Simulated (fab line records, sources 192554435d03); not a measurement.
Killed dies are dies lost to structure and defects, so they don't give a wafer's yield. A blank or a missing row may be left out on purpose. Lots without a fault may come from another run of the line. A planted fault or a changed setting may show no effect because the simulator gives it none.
Split-lot experiment | flow n5_finfet | 7 lots, 39 wafers read, on a route of 1938 steps

THE SPLIT
At N5_GATE_CUT_ETCH_58 (etches SiNx in CH3F/O2, target depth 17 nm, time 128.6 s), the setting time_s was moved away from the recipe's 128.6 s on 15 of the 39 wafers read, by -50.2% to +59.6%. The other wafers ran this setting at the recipe's value.

The reading is taken at the split's own step.

THE READING
SiNx_of_SDB_ALD_29.thk_nm (the simulator's own value, which no gauge read), in nm, at N5_GATE_CUT_ETCH_58 (etches SiNx in CH3F/O2, target depth 17 nm, time 128.6 s). The file gives no usual value for it. The 24 wafers here that ran the recipe average 24.6 nm, standard deviation 0.18 nm.

wafer  | tool, chamber at the split | time_s as run, s | against the recipe | SiNx_of_SDB_ALD_29.thk_nm, nm | against lot-mates on the recipe
L075.1 | rie_diel-03, 3             | 64.07            | -50.2%             | 25.6                          | +1.3
L075.2 | rie_diel-03, 0             | 128.6            | recipe             | 24.2                          | -
L075.3 | rie_diel-03, 1             | 64.07            | -50.2%             | 25.8                          | +1.5
L075.4 | rie_diel-03, 2             | 128.6            | recipe             | 24.6                          | -
L075.5 | rie_diel-03, 2             | 64.07            | -50.2%             | 26                            | +1.7
L075.6 | rie_diel-03, 3             | 128.6            | recipe             | 24.2                          | -
L080.1 | rie_diel-02, 2             | 128.6            | recipe             | 24.8                          | -
L080.2 | rie_diel-02, 0,1           | 128.6            | recipe             | 24.6                          | -
L080.5 | rie_diel-02, 0,1           | 128.6            | recipe             | 24.6                          | -
L080.3 | rie_diel-02, 1             | 128.6            | recipe             | 24.6                          | -
L080.4 | rie_diel-02, 3             | 128.6            | recipe             | 24.8                          | -
L080.6 | rie_diel-02, 2             | 128.6            | recipe             | 24.6                          | -
L081.1 | rie_diel-05, 1             | 128.6            | recipe             | 24.6                          | -
L081.2 | rie_diel-05, 0             | 128.6            | recipe             | 24.6                          | -
L081.3 | rie_diel-05, 3             | 205.2            | +59.6%             | 22.8                          | -1.8
L081.4 | rie_diel-05, 2             | 205.2            | +59.6%             | 23                            | -1.6
L081.5 | rie_diel-05, 1             | 205.2            | +59.6%             | 22.8                          | -1.8
L081.6 | rie_diel-05, 0             | 128.6            | recipe             | 24.6                          | -
L093.1 | rie_diel-03, 1             | 90.91            | -29.3%             | 25.4                          | +0.9
L093.2 | rie_diel-03, 0             | 128.6            | recipe             | 24.4                          | -
L093.3 | rie_diel-03, 3             | 90.91            | -29.3%             | 25                            | +0.5
L093.4 | rie_diel-03, 2             | 128.6            | recipe             | 24.6                          | -
L093.5 | rie_diel-03, 1             | 128.6            | recipe             | 24.4                          | -
L093.6 | rie_diel-03, 0             | 90.91            | -29.3%             | 25.2                          | +0.7
L094.1 | rie_diel-03, 2             | 128.6            | recipe             | 24.6                          | -
L094.4 | rie_diel-03, 0             | 128.6            | recipe             | 24.6                          | -
L094.5 | rie_diel-03, 3             | 128.6            | recipe             | 24.8                          | -
L096.1 | rie_diel-02, 2             | 178.3            | +38.6%             | 23.8                          | -1.0
L096.2 | rie_diel-02, 0             | 178.3            | +38.6%             | 23.6                          | -1.2
L096.3 | rie_diel-02, 3             | 128.6            | recipe             | 24.6                          | -
L096.4 | rie_diel-02, 1             | 128.6            | recipe             | 24.8                          | -
L096.5 | rie_diel-02, 3             | 128.6            | recipe             | 25                            | -
L096.6 | rie_diel-02, 0             | 178.3            | +38.6%             | 23.8                          | -1.0
L097.1 | rie_diel-03, 0             | 89.99            | -30.0%             | 25.4                          | +0.8
L097.2 | rie_diel-03, 1             | 89.99            | -30.0%             | 25.4                          | +0.8
L097.3 | rie_diel-03, 3             | 128.6            | recipe             | 24.4                          | -
L097.4 | rie_diel-03, 2             | 128.6            | recipe             | 24.8                          | -
L097.5 | rie_diel-03, 0             | 89.99            | -30.0%             | 25.2                          | +0.6
L097.6 | rie_diel-03, 1             | 128.6            | recipe             | 24.6                          | -
Where a row lists several chambers, the file gives one row for several wafers and doesn't say which wafer went through which chamber.

THE FIT
A straight line over all 39 wafers: SiNx_of_SDB_ALD_29.thk_nm changes by -0.0254 nm for each +1% of time_s; r = -0.97; the points scatter about the line by 0.19 nm.
The same after taking each lot's own level away (the mean of its wafers on the recipe; 39 wafers): -0.0281 nm for each +1%; r = -0.98; scatter 0.14 nm.
On that fit, the largest move of time_s shifts the reading by 1.7 nm.
The lots' own levels span 24.33 to 24.80 nm, that is 2.6 times the standard deviation above.
So the lot-to-lot level changes the slope little: the two slopes agree.
Check: with one of the wafers moved furthest among these (+59.6%) left out of the fit, the line predicts -1.67 nm for it against its lot-mates. It came out at -1.8 nm against them.

OTHER SPLITS ON THESE WAFERS
These wafers also went through other splits before the reading. Each is held against what the fit with the lots' levels taken away leaves over:
other split on the same wafers          | wafers away from the commonest value | r with SiNx_of_SDB_ALD_29.thk_nm (lot level and that fit taken away)
N5_ZERO_LAYER_DEVELOP_10 develop_time_s | 9                                    | +0.02
N5_SD_EPI_N_DEVELOP_08 develop_time_s   | 9                                    | -0.23

THE WHOLE CHAIN: every reading that the file lists as answering this split, in the file's order
step                | what it does                                             | reading                                                                    | change (the file's fit)                | r (the file's)
N5_GATE_CUT_ETCH_58 | etches SiNx in CH3F/O2, target depth 17 nm, time 128.6 s | etch.depth_nm (the simulator's own value, which no gauge read)             | +0.171 nm for each +1% of the setting  | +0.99
N5_GATE_CUT_ETCH_58 | etches SiNx in CH3F/O2, target depth 17 nm, time 128.6 s | SiNx_of_SDB_ALD_29.thk_nm (the simulator's own value, which no gauge read) | -0.0281 nm for each +1% of the setting | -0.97

THE FILE'S OWN FIT
SiNx_of_SDB_ALD_29.thk_nm changes by -0.0281 nm for each +1% of time_s, r = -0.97.
